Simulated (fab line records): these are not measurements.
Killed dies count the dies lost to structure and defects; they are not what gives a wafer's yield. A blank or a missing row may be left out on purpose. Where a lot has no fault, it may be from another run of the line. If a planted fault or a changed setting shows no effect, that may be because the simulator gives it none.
Chamber matching || flow n5 finfet || pecvd-03 running N5_BEOL_M1_DEP_57: 3 sister chambers
The step deposits SiCN from 3MS/NH3, target thk 8 nm, time 14 s. 6 wafers are shown with their chamber, then 9 later ones without.

== WAFERS WITH THEIR CHAMBER ==
{"wafer": "L089.1", "chamber": 1, "throttle valve pct (%)": 8.3, "showerhead plenum p Torr (Torr)": 3.668}
{"wafer": "L089.5", "chamber": 0, "throttle valve pct (%)": 9.2, "showerhead plenum p Torr (Torr)": 3.672}
{"wafer": "L089.6", "chamber": 2, "throttle valve pct (%)": 9.3, "showerhead plenum p Torr (Torr)": 3.669}
{"wafer": "L093.1", "chamber": 2, "throttle valve pct (%)": 9.1, "showerhead plenum p Torr (Torr)": 3.671}
{"wafer": "L093.4", "chamber": 0, "throttle valve pct (%)": 9.2, "showerhead plenum p Torr (Torr)": 3.682}
{"wafer": "L093.6", "chamber": 1, "throttle valve pct (%)": 8.6, "showerhead plenum p Torr (Torr)": 3.667}

== WAFERS WHOSE CHAMBER IS MISSING ==
{"wafer": "L092.1", "throttle valve pct (%)": 9.5, "showerhead plenum p Torr (Torr)": 3.676}
{"wafer": "L092.3", "throttle valve pct (%)": 8.8, "showerhead plenum p Torr (Torr)": 3.667}
{"wafer": "L092.4", "throttle valve pct (%)": 9.1, "showerhead plenum p Torr (Torr)": 3.672}
{"wafer": "L094.2", "throttle valve pct (%)": 9.5, "showerhead plenum p Torr (Torr)": 3.669}
{"wafer": "L094.4", "throttle valve pct (%)": 8.9, "showerhead plenum p Torr (Torr)": 3.668}
{"wafer": "L094.5", "throttle valve pct (%)": 9.0, "showerhead plenum p Torr (Torr)": 3.667}
{"wafer": "L096.1", "throttle valve pct (%)": 9.1, "showerhead plenum p Torr (Torr)": 3.669}
{"wafer": "L096.4", "throttle valve pct (%)": 8.6, "showerhead plenum p Torr (Torr)": 3.662}
{"wafer": "L096.5", "throttle valve pct (%)": 9.0, "showerhead plenum p Torr (Torr)": 3.656}

== THE CHAMBER EACH PASSED THROUGH ==
{"wafer": "L092.1", "from the rows above": "can't be placed: 0 or 2", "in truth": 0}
{"wafer": "L092.3", "from the rows above": "can't be placed: 1 or 2 or 0", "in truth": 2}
{"wafer": "L092.4", "from the rows above": "can't be placed: 2 or 0", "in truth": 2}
{"wafer": "L094.2", "from the rows above": "can't be placed: 2 or 0", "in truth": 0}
{"wafer": "L094.4", "from the rows above": "can't be placed: 2 or 0 or 1", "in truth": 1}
{"wafer": "L094.5", "from the rows above": "can't be placed: 2 or 0", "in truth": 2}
{"wafer": "L096.1", "from the rows above": "can't be placed: 2 or 0", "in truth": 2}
{"wafer": "L096.4", "from the rows above": 1, "in truth": 1}
{"wafer": "L096.5", "from the rows above": "can't be placed: 2 or 1 or 0", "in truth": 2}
Correct placement for 1 of the 9. Can't be placed from these rows: 8 (the true chamber is among the candidates in 8). 0 placed wrongly.
How it was worked out, from the rows above alone: a wafer's distance from a chamber is the root of the sum, over the readings, of the square of ((its reading less the chamber's mean) divided by the reading's scatter). If the next closest chamber is less than 2 further off than the closest, the wafer can't be placed; otherwise it belongs to the closest. For every chamber, the mean is computed from those of its wafers that are shown. The scatter: the root of (the sum of the squares of (reading less its chamber's mean) over the shown wafers, divided by (wafers less chambers)).
